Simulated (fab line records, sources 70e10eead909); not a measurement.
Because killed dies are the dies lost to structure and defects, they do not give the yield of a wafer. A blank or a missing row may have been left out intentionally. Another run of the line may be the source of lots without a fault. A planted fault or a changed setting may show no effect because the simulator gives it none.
A lot that was struck, set against a sound lot	flow nand-harc	14 out of 1159 route steps
Sound: these wafers, L449.1, L449.2, L449.4. Struck: wafer L437.5. (L437.4, L437.6 of the same lot were not struck and are left out.) The cause comes at the end.
Order at every step that has rows: each side's tool, ch and its chambers, its first start. Under that, the readings that differ: sound wafers	struck wafers	difference of the means	sigmas: that difference in standard deviations of wafers without a fault.
alike: readings whose means differ by less than 2 such deviations, and words and numbers that are the same on both sides. not compared: withheld readings, readings that some wafer has no value for, bounds like >300 that may hide the same value, and numbers for which the record gives no deviation and whose values overlap.
The two part at a step that has a row with sigmas, a row that says differs or no value, or rows on one side only. Numbers that have no deviation but don't overlap get no sigmas and don't part them. A reading missing from all wafers of one side parts the sides only when that side holds two or more wafers.

first, 5 steps without rows for these wafers: NHARC_P_GATE_SOFTBAKE_21 (time 55 s); NHARC_P_GATE_EBR_22; NHARC_P_GATE_EXPOSE_23 (exposes mask P GATE, target cd 120 nm); NHARC_P_GATE_PEB_24 (peb time 65 s); NHARC_P_GATE_DEVELOP_25 (develop time 35 s).
NHARC_P_GATE_CD_MEAS_26: target cd 120 nm.
  sound on cd-sem-01 ch 0, day 8 23:59; struck on cd-sem-01 ch 0, day 6 08:07
  alike: cd-nm
NHARC_P_GATE_OVL_MEAS_27:
  sound on overlay-02, day 9 00:04; struck on overlay-01, day 6 08:13
  alike: overlay-x-nm, overlay-y-nm
NHARC_P_GATE_INSPECT_28:
  sound on defect-inspect-02, day 9 00:07; struck on defect-inspect-01, day 6 08:14
  alike: raw-defect-count
NHARC_P_GATE_DESCUM_31: chemistry O2, time 3 s.
  sound on rie-diel-03 ch 0,2,3, day 9 00:10; struck on rie-diel-03 ch 1, day 6 08:19
reading	sound	struck	difference	sigmas
showerhead-plenum-p-Torr (Torr)	1.87 1.93 1.83	2.06	+0.18	+2
  alike: drypump-motor-current-A, oes-product-au, rf-vpp-V, throttle-valve-pct
  not compared: rf-hours-counter-h
NHARC_P_GATE_ETCH_104: etches the open film in CF4/CHF3, target depth 60 nm.
  sound on rie-diel-03 ch 1,2,3, day 9 00:16; struck on rie-diel-03 ch 2, day 6 08:24
reading	sound	struck	difference	sigmas
oes-product-au (a.u.)	0.931 0.933 0.933	0.984	+0.052	+2
  alike: drypump-motor-current-A, rf-vpp-V, showerhead-plenum-p-Torr, throttle-valve-pct
NHARC_P_GATE_HM_OPEN_105: chemistry O2/COS, target depth 360 nm.
  sound: rie-diel-03 ch 0,1,2; struck: rie-diel-03 ch 1
  alike: drypump-motor-current-A, oes-product-au, rf-vpp-V, showerhead-plenum-p-Torr, throttle-valve-pct
  not compared: rf-hours-counter-h
then, 1 step without rows for these wafers: NHARC_P_GATE_STRIP_106 (strips in O2/COS).
NHARC_P_GATE_ETCH_114: etches the open film in CF4/O2, target depth 30 nm, overetch 3 nm, time 16.5 s.
  sound on rie-diel-03 ch 0,1,2, day 9 00:00; struck on rie-diel-03 ch 2, day 6 08:00
reading	sound	struck	difference	sigmas
oes-product-au (a.u.)	1.011 0.999 1.014	0.937	-0.071	-5
  alike: drypump-motor-current-A, oes_ar_750_au, rf-vpp-V, showerhead-plenum-p-Torr, throttle-valve-pct
  not compared: rf-hours-counter-h
NHARC_P_GATE_ETCH_32: etches the open film in HBr/Cl2, target depth 150 nm, time 100.1 s.
  sound on rie-si-06 ch 0,2,3, day 9 00:38; struck on rie-si-04 ch 1, day 6 08:47
reading	sound	struck	difference	sigmas
drypump-motor-current-A (A)	4.9 5.6 5.5	6.4	+1.1	+2
mfc-cl2-sccm (sccm)	50.21 50.12 50.02	49.66	-0.46	-3
  alike: oes-product-au, throttle-valve-pct
  not compared: rf-hours-counter-h

WHERE THEY PART
At NHARC_P_GATE_DESCUM_31 first; at NHARC_P_GATE_ETCH_32 last (within this record only).

WHY: the cause the simulator had injected
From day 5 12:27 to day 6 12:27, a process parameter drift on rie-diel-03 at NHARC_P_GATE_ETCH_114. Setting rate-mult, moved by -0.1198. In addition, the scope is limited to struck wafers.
